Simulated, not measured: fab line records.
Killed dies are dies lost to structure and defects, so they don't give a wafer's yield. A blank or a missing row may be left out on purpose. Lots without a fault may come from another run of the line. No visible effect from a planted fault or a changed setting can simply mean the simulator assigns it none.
Which tool is to blame? + flow nand_harc + 6 lots with 18 wafers sampled at 2 steps, on a route of 1159 steps

WHAT THE GAUGES SHOWED, per wafer
NHARC_THIN_TSV_CD_MEAS_16.
| lot  | measured     | on        | cd_nm (nm)           |
|------|--------------|-----------|----------------------|
| L300 | day 19 01:53 | cd_sem-02 | 997.9 996.4 994.6    |
| L298 | day 19 03:10 | cd_sem-02 | 1001.7 998.7 999.9   |
| L304 | day 20 06:53 | cd_sem-02 | 1003.5 1003.0 1000.0 |
| L305 | day 21 03:28 | cd_sem-02 | 1002.5 1000.5 1000.8 |
| L313 | day 23 19:01 | cd_sem-02 | 996.5 998.4 999.9    |
| L316 | day 24 01:13 | cd_sem-02 | 998.2 1000.9 999.2   |

EACH LOT AND THE TOOL THAT RAN IT (in order: tool; ch and the chambers of the sampled wafers; start)
| lot  | NHARC_A_SLIT_DEP_23             |
|------|---------------------------------|
| L300 | pecvd-02 ch 1,2, day 14 22:08   |
| L298 | pecvd-04 ch 0,1,2, day 14 22:35 |
| L304 | pecvd-04 ch 0,1, day 16 07:59   |
| L305 | pecvd-03 ch 1,2, day 16 20:03   |
| L313 | pecvd-02 ch 0,1,2, day 19 07:41 |
| L316 | pecvd-03 ch 1,2, day 19 09:08   |
- NHARC_A_SLIT_DEP_23: deposits SiON, target thk 100 nm.

THE ANSWER, worked out from the rows above alone
Rule: the usual values come from the lots themselves. The widest of any qualifying gaps counts: lots, ordered by their means at a reading, are off when they make up no more than a third of the lots, leave a main group of 4 or more, and stand apart from it by 3 or more times the standard deviation of that group's means. The tables above print the reading to a certain number of digits; a main group whose means all agree to those digits is not used. A lot without any number at a reading at which 4 lots or more have one is off too. Any other lot the step has rows for is counted as sound.
Nothing can be told from this: no lot is off at any reading shown.

WHAT THE SIMULATOR PUT IN
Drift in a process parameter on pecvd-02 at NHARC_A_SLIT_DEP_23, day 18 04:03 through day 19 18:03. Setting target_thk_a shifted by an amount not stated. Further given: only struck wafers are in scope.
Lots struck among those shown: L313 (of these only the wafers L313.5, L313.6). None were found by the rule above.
